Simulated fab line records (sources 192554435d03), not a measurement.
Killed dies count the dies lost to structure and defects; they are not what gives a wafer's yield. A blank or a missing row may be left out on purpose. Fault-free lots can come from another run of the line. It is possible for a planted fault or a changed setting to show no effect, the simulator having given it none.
Chamber matching + flow n5_finfet + cvd_co-02 running N5_BEOL_M2_PRE_CLEAN_60: 3 sister chambers
The step time 15 s. 3 wafers are shown with their chamber, then 8 later ones without.

## EACH WAFER AND ITS CHAMBER
| wafer  | chamber | heater_power_w (W) |
|--------|---------|--------------------|
| L088.4 | 0       | 72                 |
| L093.4 | 2       | 63                 |
| L094.1 | 1       | 110                |

## WAFERS WITH NO CHAMBER GIVEN
| wafer  | heater_power_w (W) |
|--------|--------------------|
| L094.2 | 72                 |
| L094.3 | 63                 |
| L097.1 | 64                 |
| L097.2 | 106                |
| L097.5 | 73                 |
| L096.2 | 70                 |
| L096.3 | 62                 |
| L096.6 | 110                |

## WHICH CHAMBER EACH WENT THROUGH
| wafer  | from the rows above | in truth |
|--------|---------------------|----------|
| L094.2 | 0                   | 0        |
| L094.3 | 2                   | 2        |
| L097.1 | 2                   | 2        |
| L097.2 | 1                   | 1        |
| L097.5 | 0                   | 0        |
| L096.2 | 0                   | 0        |
| L096.3 | 2                   | 2        |
| L096.6 | 1                   | 1        |
Placed correctly: 8 of 8. Not placeable from these rows: 0. Placed wrongly: 0.
How it was worked out, from the rows above alone: a wafer's distance from a chamber is the root of the sum, over the readings, of the square of ((its reading less the chamber's mean) divided by the reading's scatter). If the next closest chamber is less than 2 further off than the closest, the wafer can't be placed; otherwise it belongs to the closest. Each chamber's mean is taken over the wafers shown for it. The scatter: root of mean squared gap, hidden wafer to nearest shown wafer, with one shown wafer a chamber.
